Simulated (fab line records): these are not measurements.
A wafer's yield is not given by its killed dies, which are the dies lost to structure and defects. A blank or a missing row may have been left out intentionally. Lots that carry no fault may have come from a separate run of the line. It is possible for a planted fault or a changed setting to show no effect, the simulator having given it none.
Matching of chambers | flow n5Finfet | 4 sister chambers for N5_DUMMY_GATE_ALD_02 on aldSin-04
The step deposits SiO2, target thk 2 nm, pulse time 1 s. 4 wafers are shown with their chamber, then 9 later ones without.

WAFERS PAIRED WITH THEIR CHAMBERS
wafer  | chamber | heaterPowerW (W)
L080.6 | 1       | 511
L087.3 | 3       | 451
L087.4 | 2       | 436
L087.6 | 0       | 531

WAFERS WITHOUT THEIR CHAMBER
wafer  | heaterPowerW (W)
L089.4 | 499
L089.5 | 523
L089.6 | 448
L090.3 | 437
L090.5 | 445
L090.6 | 438
L095.1 | 479
L095.5 | 428
L095.6 | 498

EACH ONE'S CHAMBER
wafer  | from the rows above          | in truth
L089.4 | can't be placed: 1 or 0      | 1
L089.5 | can't be placed: 0 or 1      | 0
L089.6 | can't be placed: 3 or 2      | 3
L090.3 | can't be placed: 2 or 3      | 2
L090.5 | can't be placed: 3 or 2      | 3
L090.6 | can't be placed: 2 or 3      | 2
L095.1 | can't be placed: 3 or 1 or 2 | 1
L095.5 | can't be placed: 2 or 3      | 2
L095.6 | can't be placed: 1 or 0      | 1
0 of 9 placed correctly. Unplaceable from these rows: 9, with the true chamber sitting among the candidates in 9. Number placed wrongly: 0.
How it was worked out, from the rows above alone: a wafer's distance from a chamber is the root of the sum, over the readings, of the square of ((its reading less the chamber's mean) divided by the reading's scatter). If the next closest chamber is less than 2 further off than the closest, the wafer can't be placed; otherwise it belongs to the closest. For every chamber, the mean is computed from those of its wafers that are shown. The scatter: root of mean squared gap, hidden wafer to nearest shown wafer, with one shown wafer a chamber.
